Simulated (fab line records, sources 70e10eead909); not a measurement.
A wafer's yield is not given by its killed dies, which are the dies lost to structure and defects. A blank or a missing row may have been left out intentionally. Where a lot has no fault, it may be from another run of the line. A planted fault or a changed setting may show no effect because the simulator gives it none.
fab line records	flow nand_harc
record: lots: 6	wafers: 18	last_day: 33
route steps=1302 shown A_CHANNEL_HOLE_D1@483 A_CHANNEL_FILL_D1@490 END@1302
lots that met no fault: taken from a fault-free run of the same line
start_h: start of the lot's first displayed wafer, in hours after the record's first day	wait_h: time in hours since the lot's previous step	" identical to the entry in the row above	L1.1+2: one row covering several wafers at once	- no value, or no start was given	* or withheld: withheld	< > ~ a bound
route shown NAME@n: NAME is a module with steps in the file, n the number in the route of the first one	usual: mean/standard deviation of fault-free wafers	same: alike in all rows	chamber/n: place in a boat	sites: per-site readings	_std_site: standard deviation of those values	_edge_site: outer sites' mean less inner sites'	radius_mm: how far each site lies from the wafer's centre	mask NAME#n: copy n	behind: the most recent tool/chamber to have shaped the wafer	hold: why the lot was held/for how many hours/how that ended	device: the transistor (n, p or np) that didn't switch	end of line: the tests these same wafers got at the end of their route	a step without rows: its recipe alone	killed: count of dies lost to structure and defects at first sort (not the wafer's yield)	map: per-die view of a wafer (x killed, . not killed, _ where there is no die)
set.NAME: setting as actually run; set.NAME@STEP: the setting as run at that earlier step	model.NAME: the simulator's own value behind a step, which no gauge read
lots at selected steps of the route; one table per step, one row per wafer
services: when a tool's chamber went out of use (start_h, in hours from the record's first day, below 0 if earlier), for how many hours, and the reason
== steps ==
step: NHARC_A_CHANNEL_HOLE_D1_ETCH_44
recipe: target_depth_a: 1400	overetch_a: 140	time_s: 77	ion_energy_ev: 100	cf4_flow_sccm: 80	o2_flow_sccm: 20	ar_flow_sccm: 0	rf_w: 300	bias_w: 100	chemistry: CF4/O2
step: NHARC_A_CHANNEL_HOLE_D1_STRIP_27
recipe: o2_flow_sccm: 500	ar_flow_sccm: 0	bias_w: 0	chemistry: O2
usual: drypump_motor_current_A: 5.7/0.53	mfc_ar_sccm: 0.005/0.01	oes_product_au: 1.000/0.0062	rf_vpp_V: 57.5/0.97	showerhead_plenum_p_Torr: 3.45/0.14	throttle_valve_pct: 17.037/0.0094
lot.wafer	tool	chamber	start_h	wait_h	drypump_motor_current_A	mfc_ar_sccm	oes_product_au	rf_hours_counter_h	rf_vpp_V	showerhead_plenum_p_Torr	throttle_valve_pct
L530.4	rie_diel-02	3	-	-	5.9	0	0.991	14	56.6	3.64	17.033
L530.1	"	1	"	"	6.4	0	0.997	13	58.3	3.53	17.032
L530.5	"	2	"	"	5.3	0	1.006	-	57.4	3.36	17.039
L531.1	rie_diel-12	1	-	-	5.4	0.015	1.005	27	57.3	3.29	17.038
L531.3	"	3	"	"	6.3	0	1.000	28	56.5	3.49	17.037
L531.6	"	0	"	"	5.7	0.030	0.999	-	59.8	3.69	17.045
L541.2	rie_diel-02	2	-	-	5.3	0	1.014	8	58.5	3.35	17.042
L541.3	"	3	"	"	5.8	0	1.007	7	56.7	3.64	17.057
L541.4	"	1	"	"	6.4	0	1.001	9	57.8	3.52	17.029
L542.1	rie_diel-11	0	-	-	5.5	0	0.992	17	59.1	3.49	17.035
L542.4	"	1	"	"	5.4	0.039	1.006	26	59.4	3.64	17.035
L542.5	"	3	"	"	5.4	0.015	0.992	-	57.6	3.35	17.039
L549.2	rie_diel-11	1	-	-	5.4	0.039	1.006	50	57.3	3.62	17.046
L549.6	"	2	"	"	6.4	0.011	0.983	-	57.2	3.28	17.029
L549.5	"	3	"	"	5.4	0.015	1.004	-	57.7	3.34	17.036
L551.2	rie_diel-02	1	-	-	6.4	0	0.992	1	57.9	3.52	17.032
L551.5	"	0	"	"	4.8	0	0.995	-	57.0	3.30	17.026
L551.6	"	1	"	"	6.4	0	0.996	-	57.8	3.52	17.021
step: NHARC_A_CHANNEL_HOLE_D1_PRECLEAN_28
recipe: time_s: *	temp_c: 50	bath_age_min: 0	chemistry: SC1
step: NHARC_A_CHANNEL_HOLE_D1_SRD_29
step: NHARC_A_CHANNEL_HOLE_D1_CD_MEAS_30
usual: cd_nm: 89.9/0.99
lot.wafer	tool	chamber	start_h	wait_h	cd_nm
L530.1	cd_sem-02	-	210.05	-	90.0
L530.4	"	-	"	"	89.9
L530.5	"	-	"	"	90.8
L531.1	cd_sem-03	-	220.46	-	89.0
L531.3	"	-	"	"	90.1
L531.6	"	-	"	"	90.5
L541.2	cd_sem-02	-	330.29	-	91.9
L541.3	"	-	"	"	90.5
L541.4	"	-	"	"	90.6
L542.1	cd_sem-01	-	331.75	-	90.6
L542.4	"	-	"	"	90.7
L542.5	"	-	"	"	90.8
L549.2	cd_sem-03	-	402.23	0.1	89.7
L549.5	"	-	"	"	89.4
L549.6	"	-	"	"	90.8
L551.2	cd_sem-01	-	417.17	0.1	89.1
L551.5	"	-	"	"	89.4
L551.6	"	-	"	"	88.7
step: NHARC_A_CHANNEL_HOLE_D1_XSEM_31
recipe: landing_energy_ev: 35000
usual: bot_cd_nm: 74.6/1.3	bow_nm: 8.66/0.24	tilt_deg: 0.07/0.049
lot.wafer	tool	chamber	start_h	wait_h	bot_cd_nm	bow_nm	tilt_deg
L530.1	xsem-01	0	210.14	0.1	75.2	8.78	0.02
L530.4	"	0	"	"	75.4	8.83	0.02
L530.5	"	0	"	"	75.7	8.83	0.02
L531.1	xsem-02	0	220.57	0.1	74.1	8.49	0.08
L531.3	"	0	"	"	74.7	8.51	0.08
L531.6	"	0	"	"	75.2	8.43	0.08
L541.2	xsem-02	0	330.38	0.1	76.3	8.47	0.07
L541.3	"	0	"	"	75.0	8.53	0.07
L541.4	"	0	"	"	75.2	8.45	0.07
L542.1	xsem-01	0	331.83	0.1	75.1	8.62	0.08
L542.4	"	0	"	"	76.3	8.66	0.08
L542.5	"	0	"	"	77.0	8.54	0.08
L549.2	xsem-02	0	402.32	0.1	74.0	8.50	0.14
L549.5	"	0	"	"	73.4	8.50	0.14
L549.6	"	0	"	"	75.5	8.52	0.14
L551.2	xsem-02	0	417.26	0.1	73.7	8.68	0.17
L551.5	"	0	"	"	73.3	8.70	0.17
L551.6	"	0	"	"	72.9	8.77	0.17
step: NHARC_A_CHANNEL_HOLE_D1_INSPECT_40
usual: raw_defect_count: 70/28
lot.wafer	tool	chamber	start_h	wait_h	raw_defect_count
L530.1	defect_inspect-02	-	210.23	-	99
L530.4	"	-	"	"	103
L530.5	"	-	"	"	108
L531.1	defect_inspect-01	-	220.67	-	98
L531.3	"	-	"	"	102
L531.6	"	-	"	"	89
L541.2	defect_inspect-01	-	330.48	-	42
L541.3	"	-	"	"	46
L541.4	"	-	"	"	47
L542.1	defect_inspect-01	-	331.95	-	98
L542.4	"	-	"	"	85
L542.5	"	-	"	"	105
L549.2	defect_inspect-01	-	402.42	-	54
L549.5	"	-	"	"	75
L549.6	"	-	"	"	73
L551.2	defect_inspect-01	-	417.35	-	59
L551.5	"	-	"	"	74
L551.6	"	-	"	"	57
step: NHARC_A_CHANNEL_FILL_D1_PRECLEAN_00
recipe: time_s: *	temp_c: 50	bath_age_min: 0	chemistry: SC1
step: NHARC_A_CHANNEL_FILL_D1_SRD_01
step: NHARC_A_CHANNEL_FILL_D1_ALD_02
recipe: target_thk_a: 60	pulse_time_s: 10	ald_cycles: 60	temp_c: 300	material: SiO2
usual: heater_power_w: 493/56	precursor_pulse_height_rel: 1.000/0.019	susceptor_temp_C: 299.97/0.21
lot.wafer	tool	chamber	start_h	wait_h	heater_power_w	precursor_pulse_height_rel	susceptor_temp_C
L530.4	ald_hk-01	0	211.49	-	616	1.024	300.25
L530.1	"	1	"	"	514	1.041	299.90
L530.5	"	3	"	"	536	1.010	299.93
L531.1	ald_hk-04	3	220.86	-	446	0.953	300.24
L531.3	"	0	"	"	486	0.999	299.87
L531.6	"	3	"	"	441	0.963	300.27
L541.4	ald_hk-03	0	330.75	-	490	1.011	300.00
L541.3	"	1	"	"	539	0.995	299.95
L541.2	"	2	"	"	549	1.014	300.04
L542.4	ald_hk-01	0	332.14	-	616	1.037	300.24
L542.1	"	2	"	"	481	0.992	300.10
L542.5	"	0	"	"	616	0.993	300.26
L549.2	ald_hk-04	1	402.76	-	436	0.991	299.92
L549.6	"	3	"	"	423	0.994	299.78
L549.5	"	0	"	"	478	0.973	300.35
L551.2	ald_hk-04	2	417.62	-	486	0.975	300.10
L551.5	"	1	"	"	443	0.969	299.94
L551.6	"	2	"	"	478	1.038	299.83
step: NHARC_A_CHANNEL_FILL_D1_ALD_03
recipe: target_thk_a: 60	pulse_time_s: 60	ald_cycles: 58	temp_c: 630	pressure_torr: 2	material: SiNx
step: NHARC_A_CHANNEL_FILL_D1_ALD_14
recipe: target_thk_a: 25	pulse_time_s: 10	ald_cycles: 25	temp_c: 300	material: SiO2
usual: heater_power_w: 494/58	precursor_pulse_height_rel: 0.999/0.021	susceptor_temp_C: 299.99/0.19
lot.wafer	tool	chamber	start_h	wait_h	heater_power_w	precursor_pulse_height_rel	susceptor_temp_C
L530.1	ald_hk-01	3	218.41	0.1	545	1.013	299.89
L530.4	"	1	"	"	524	1.010	299.76
L530.5	"	2	"	"	486	0.985	299.68
L531.1	ald_hk-04	3	227.91	0.0	411	0.989	299.73
L531.3	"	2	"	"	460	1.001	299.81
L531.6	"	3	"	"	436	1.030	299.75
L542.4	ald_hk-03	1	338.01	0.4	536	1.000	299.99
L542.1	"	3	"	"	395	0.971	300.11
L542.5	"	1	"	"	546	1.034	299.99
L541.4	ald_hk-03	2	338.19	0.6	543	1.000	299.66
L541.3	"	3	"	"	402	1.007	299.88
L541.2	"	0	"	"	483	1.011	300.03
L549.2	ald_hk-01	2	409.60	0.0	471	1.059	299.79
L549.5	"	2	"	"	471	0.993	299.61
L549.6	"	3	"	"	532	1.027	299.93
L551.2	ald_hk-04	1	424.52	0.4	433	1.031	300.19
L551.6	"	2	"	"	488	1.015	299.59
L551.5	"	3	"	"	426	0.984	299.93
step: NHARC_A_CHANNEL_FILL_D1_ALD_15
recipe: target_thk_a: 20	pulse_time_s: 60	ald_cycles: 19	temp_c: 630	pressure_torr: 2	material: SiNx
usual: precursor_pulse_height_rel: 0.998/0.02	susceptor_temp_C: 629.98/0.29
lot.wafer	tool	chamber	start_h	wait_h	precursor_pulse_height_rel	susceptor_temp_C
L530.1	ald_sin_batch-01	0	221.50	-	0.982	630.34
L530.4	"	0	"	"	0.983	629.87
L530.5	"	0	"	"	1.004	630.16
L531.1	ald_sin_batch-02	0	231.03	-	1.014	629.15
L531.3	"	0	"	"	0.961	629.51
L531.6	"	0	"	"	0.991	629.26
L541.2	ald_sin_batch-02	0	342.46	-	0.990	665.81
L541.3	"	0	"	"	0.971	665.45
L541.4	"	0	"	"	1.019	665.49
L542.1	ald_sin_batch-02	0	342.46	-	1.018	665.73
L542.4	"	0	"	"	0.993	666.15
L542.5	"	0	"	"	0.987	665.86
L549.2	ald_sin_batch-01	0	412.73	-	1.010	-
L549.5	"	0	"	"	1.013	-
L549.6	"	0	"	"	0.954	-
L551.2	ald_sin_batch-01	0	427.31	-	1.021	630.21
L551.5	"	0	"	"	0.979	630.13
L551.6	"	0	"	"	1.021	630.01
step: NHARC_A_CHANNEL_FILL_D1_ALD_16
recipe: target_thk_a: 15	pulse_time_s: 10	ald_cycles: 15	temp_c: 300	material: SiO2
usual: heater_power_w: 492/57	precursor_pulse_height_rel: 0.999/0.021	susceptor_temp_C: 299.98/0.17
lot.wafer	tool	chamber	start_h	wait_h	heater_power_w	precursor_pulse_height_rel	susceptor_temp_C
L530.4	ald_hk-01	3	223.96	0.4	547	1.009	299.72
L530.1	"	0	"	"	617	0.991	300.02
L530.5	"	1	"	"	506	1.010	300.39
L531.3	ald_hk-01	1	233.10	0.0	521	0.976	299.85
L531.1	"	3	"	"	531	0.950	299.76
L531.6	"	2	"	"	484	1.000	300.19
L541.4	ald_hk-03	2	344.51	0.0	540	0.977	299.80
L541.2	"	3	"	"	415	0.988	299.72
L541.3	"	1	"	"	545	0.986	300.06
L542.1	ald_hk-01	0	344.52	0.0	619	1.005	299.93
L542.4	"	3	"	"	529	1.004	299.91
L542.5	"	0	"	"	619	1.024	299.90
L549.2	ald_hk-03	0	414.82	0.1	479	1.021	299.98
L549.5	"	3	"	"	389	0.997	300.08
L549.6	"	0	"	"	489	0.984	300.00
L551.2	ald_hk-04	0	429.45	0.1	468	1.017	299.88
L551.6	"	1	"	"	446	1.030	299.83
L551.5	"	2	"	"	481	1.000	299.85
step: NHARC_END_SORT_01
recipe: temp_c: 25
usual: killed_at_array: 55/17	killed_at_other: 1.1/1.4	killed_at_periphery: 3.9/3	killed_dies: 59/17	killed_open: 3.5/2	killed_short: 2.6/1.6
same: gross_dies: 677
lot.wafer	tool	chamber	start_h	wait_h	killed_at_array	killed_at_other	killed_at_periphery	killed_dies	killed_open	killed_short
L530.1	prober-02	0	591.13	2.5	73	0	1	74	0	3
L530.4	prober-02	0	593.51	3.4	86	0	3	89	6	3
L530.5	prober-02	0	594.30	3.7	80	0	7	87	2	2
L531.1	prober-01	0	591.17	2.5	43	1	2	46	2	4
L531.3	prober-01	0	592.76	3.1	50	0	3	53	3	3
L531.6	prober-01	0	595.15	4.0	37	1	5	43	2	0
L541.2	prober-01	0	705.64	2.8	57	1	2	60	3	2
L541.3	prober-01	0	706.43	3.1	53	1	3	57	5	1
L541.4	prober-01	0	707.22	3.4	56	2	0	58	1	7
L542.1	prober-01	0	712.55	2.5	58	0	4	62	5	5
L542.4	prober-01	0	714.96	3.4	71	0	1	72	2	2
L542.5	prober-01	0	715.76	3.7	65	0	3	68	6	2
L549.2	prober-02	0	780.57	2.9	64	1	1	66	0	3
L549.5	prober-02	0	782.97	3.7	63	1	4	68	3	1
L549.6	prober-02	0	783.78	4.0	73	1	5	79	2	3
L551.2	prober-02	0	788.98	2.8	57	3	6	66	3	1
L551.5	prober-02	0	791.39	3.7	57	3	4	64	4	2
L551.6	prober-02	0	792.20	4.0	59	5	5	69	4	4
killed by level:class
L530.1 A_CHANNEL_HOLE_D1:chamber_film_flake=26 A_SLIT:chamber_film_flake=24 A_CHANNEL_HOLE_D2:chamber_film_flake=16 A_CONTACT:chamber_film_flake=3 P_CONTACT:geometric_particle:short=1 A_DECK1_JOINT:geometric_particle:short=1 A_BLC:geometric_particle:short=1 A_ZERO_WELL:chamber_film_flake=1
L531.1 A_CHANNEL_HOLE_D1:chamber_film_flake=18 A_CHANNEL_HOLE_D2:chamber_film_flake=14 A_STAIRCASE:chamber_film_flake=7 P_GATE:geometric_particle:short=1 A_CHANNEL_FILL_D1:geometric_particle:short=1 A_DECK1_JOINT:geometric_particle:open=1 A_ONON_D2:geometric_particle:short=1 A_SGD_CUT:geometric_particle:short=1
L531.3 A_CHANNEL_HOLE_D1:chamber_film_flake=30 A_CHANNEL_HOLE_D2:chamber_film_flake=11 P_STI:chamber_film_flake=2 P_M1:geometric_particle:open=1 A_CHANNEL_FILL_D1:geometric_particle:open=1 A_DECK1_JOINT:geometric_particle:short=1 A_ONON_D2:geometric_particle:short=1 A_SGD_CUT:geometric_particle:short=1
L530.4 A_SLIT:chamber_film_flake=30 A_CHANNEL_HOLE_D2:chamber_film_flake=22 A_CHANNEL_HOLE_D1:chamber_film_flake=18 A_STAIRCASE:chamber_film_flake=5 A_M0:geometric_particle:open=3 A_DECK1_JOINT:geometric_particle:short=2 A_ONON_D2:geometric_particle:open=2 P_M2:chamber_film_flake=2
L530.5 A_SLIT:chamber_film_flake=23 A_CHANNEL_HOLE_D2:chamber_film_flake=22 A_CHANNEL_HOLE_D1:chamber_film_flake=20 A_CONTACT:chamber_film_flake=7 P_GATE:chamber_film_flake=4 A_STAIRCASE:chamber_film_flake=4 P_BONDPAD:chamber_film_flake=2 A_ONON_D1:geometric_particle:open=1
L531.6 A_CHANNEL_HOLE_D1:chamber_film_flake=26 A_CHANNEL_HOLE_D2:chamber_film_flake=6 P_GATE:chamber_film_flake=3 P_STI:chamber_film_flake=2 A_CHANNEL_FILL_D2:geometric_particle:open=1 A_M0:geometric_particle:open=1 A_STAIRCASE:chamber_film_flake=1 A_CONTACT:chamber_film_flake=1
L541.2 A_SLIT:chamber_film_flake=27 A_CHANNEL_HOLE_D2:chamber_film_flake=11 A_CHANNEL_HOLE_D1:chamber_film_flake=10 A_CONTACT:chamber_film_flake=3 A_CHANNEL_FILL_D1:geometric_particle:open=2 A_ONON_D2:geometric_particle:open=1 A_ONON_D2:geometric_particle:short=1 P_ZERO_WELL:chamber_film_flake=1
L541.3 A_SLIT:chamber_film_flake=22 A_CHANNEL_HOLE_D2:chamber_film_flake=15 A_CHANNEL_HOLE_D1:chamber_film_flake=6 A_M0:geometric_particle:open=2 P_CONTACT:geometric_particle:open=1 A_SOURCE_PLATE:geometric_particle:open=1 A_ONON_D2:geometric_particle:short=1 A_CHANNEL_FILL_D2:geometric_particle:open=1
L541.4 A_SLIT:chamber_film_flake=29 A_CHANNEL_HOLE_D2:chamber_film_flake=12 A_CHANNEL_HOLE_D1:chamber_film_flake=4 A_ONON_D2:geometric_particle:short=3 A_CHANNEL_FILL_D1:chamber_film_flake=2 A_CONTACT:chamber_film_flake=2 A_SOURCE_PLATE:geometric_particle:short=1 A_ONON_D1:geometric_particle:short=1
L542.1 A_SLIT:chamber_film_flake=27 A_CHANNEL_HOLE_D1:chamber_film_flake=15 A_CHANNEL_HOLE_D2:chamber_film_flake=5 A_ONON_D2:geometric_particle:short=2 A_CONTACT:chamber_film_flake=2 P_GATE:geometric_particle:open=1 P_CONTACT:geometric_particle:open=1 P_M0:geometric_particle:open=1
L542.4 A_SLIT:chamber_film_flake=35 A_CHANNEL_HOLE_D1:chamber_film_flake=24 A_CHANNEL_HOLE_D2:chamber_film_flake=3 A_CHANNEL_FILL_D2:chamber_film_flake=3 P_CONTACT:geometric_particle:open=1 A_CHANNEL_HOLE_D1:geometric_particle:open=1 A_CHANNEL_HOLE_D1:geometric_particle:short=1 A_DECK1_JOINT:geometric_particle:short=1
L542.5 A_SLIT:chamber_film_flake=34 A_CHANNEL_HOLE_D1:chamber_film_flake=14 A_CONTACT:chamber_film_flake=4 P_CONTACT:geometric_particle:open=2 A_WL_FILL:geometric_particle:short=2 A_CHANNEL_FILL_D1:chamber_film_flake=2 A_DECK1_JOINT:chamber_film_flake=2 A_CHANNEL_HOLE_D2:chamber_film_flake=2
L549.2 A_CHANNEL_HOLE_D2:chamber_film_flake=26 A_CHANNEL_HOLE_D1:chamber_film_flake=13 A_CONTACT:chamber_film_flake=10 A_SLIT:chamber_film_flake=9 A_STAIRCASE:chamber_film_flake=2 A_WL_FILL:chamber_film_flake=2 P_M0:geometric_particle:short=1 A_WL_FILL:geometric_particle:short=1
L549.5 A_CHANNEL_HOLE_D2:chamber_film_flake=26 A_CHANNEL_HOLE_D1:chamber_film_flake=21 A_CONTACT:chamber_film_flake=7 A_STAIRCASE:chamber_film_flake=3 A_SLIT:chamber_film_flake=2 P_M0:geometric_particle:open=1 A_DECK1_JOINT:geometric_particle:short=1 A_BLC:geometric_particle:open=1
L549.6 A_CHANNEL_HOLE_D2:chamber_film_flake=30 A_CHANNEL_HOLE_D1:chamber_film_flake=18 A_CONTACT:chamber_film_flake=13 A_SLIT:chamber_film_flake=6 P_GATE:chamber_film_flake=2 P_CONTACT:geometric_particle:open=1 P_M0:geometric_particle:short=1 A_ONON_D1:geometric_particle:open=1
L551.2 A_SLIT:chamber_film_flake=41 A_CONTACT:chamber_film_flake=8 P_GATE:chamber_film_flake=4 THIN_TSV:chamber_film_flake=3 A_ZERO_WELL:chamber_film_flake=2 A_CHANNEL_FILL_D2:chamber_film_flake=2 P_CONTACT:geometric_particle:open=1 A_ONON_D1:geometric_particle:short=1
L551.5 A_SLIT:chamber_film_flake=36 A_CONTACT:chamber_film_flake=9 A_CHANNEL_HOLE_D1:chamber_film_flake=5 THIN_TSV:chamber_film_flake=3 A_ONON_D1:geometric_particle:open=2 P_GATE:geometric_particle:open=1 P_CONTACT:geometric_particle:short=1 P_CONTACT:geometric_particle:open=1
L551.6 A_SLIT:chamber_film_flake=38 A_CONTACT:chamber_film_flake=5 THIN_TSV:chamber_film_flake=5 A_CHANNEL_FILL_D2:chamber_film_flake=4 P_GATE:chamber_film_flake=3 A_WL_FILL:chamber_film_flake=3 P_CONTACT:geometric_particle:short=1 A_ONON_D1:geometric_particle:short=1
== services ==
tool	chamber	start_h	hours	kind
rie_diel-02	3	189.58	1.3	repair
rie_diel-02	0	215.62	2.2	repair
ald_hk-03	-	216.20	10.0	pm
rie_diel-02	-	216.70	9.0	pm
rie_diel-12	3	224.85	15.8	repair
rie_diel-02	3	228.93	2.7	repair
ald_hk-04	-	255.05	10.0	pm
ald_hk-01	-	255.97	0.4	repair
rie_diel-11	-	257.40	9.0	pm
ald_sin_batch-02	-	266.00	26.0	pm
rie_diel-11	0	270.23	6.3	repair
rie_diel-12	-	272.15	9.0	pm
ald_hk-01	-	296.00	10.0	pm
ald_hk-01	0	296.00	10.0	vent_cycle
ald_hk-01	1	296.00	10.0	vent_cycle
ald_hk-01	2	296.00	10.0	vent_cycle
ald_hk-01	3	296.00	10.0	vent_cycle
ald_hk-01	0	306.00	-	clean
rie_diel-02	0	332.42	4.0	repair
rie_diel-02	0	367.74	19.5	repair
xsem-01	-	374.00	14.0	pm
ald_hk-03	-	385.72	0.6	repair
rie_diel-02	-	393.70	9.0	pm
ald_hk-03	-	394.20	10.0	pm
== key ==
first_sign: step: NHARC_A_CHANNEL_FILL_D1_ALD_15	reading: susceptor_temp_C	direction: up	sigmas: 99+	usual: *	struck: *
effect none on later readings
met_at NHARC_A_CHANNEL_FILL_D1_ALD_15
struck_wafers L541.2,L541.3,L541.4,L542.1,L542.4,L542.5
tester_left_out L541,L542
onset_between 231.03 342.46
fault: kind: process_parameter_drift	tool: ald_sin_batch-02	chamber: -	onset_h: 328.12	steps: NHARC_A_CHANNEL_FILL_D1_ALD_15	channel: temp_c	offset: *	shape: step	end_h: 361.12	acts_in: *	stated: *
tester_left_out: of these lots the tester's yield and bins aren't shown, on N5 and GAA mostly nor the transistor test; their killed dies are dies lost to structure and defects alone, not to doping, threshold or leakage, so they don't give the yield
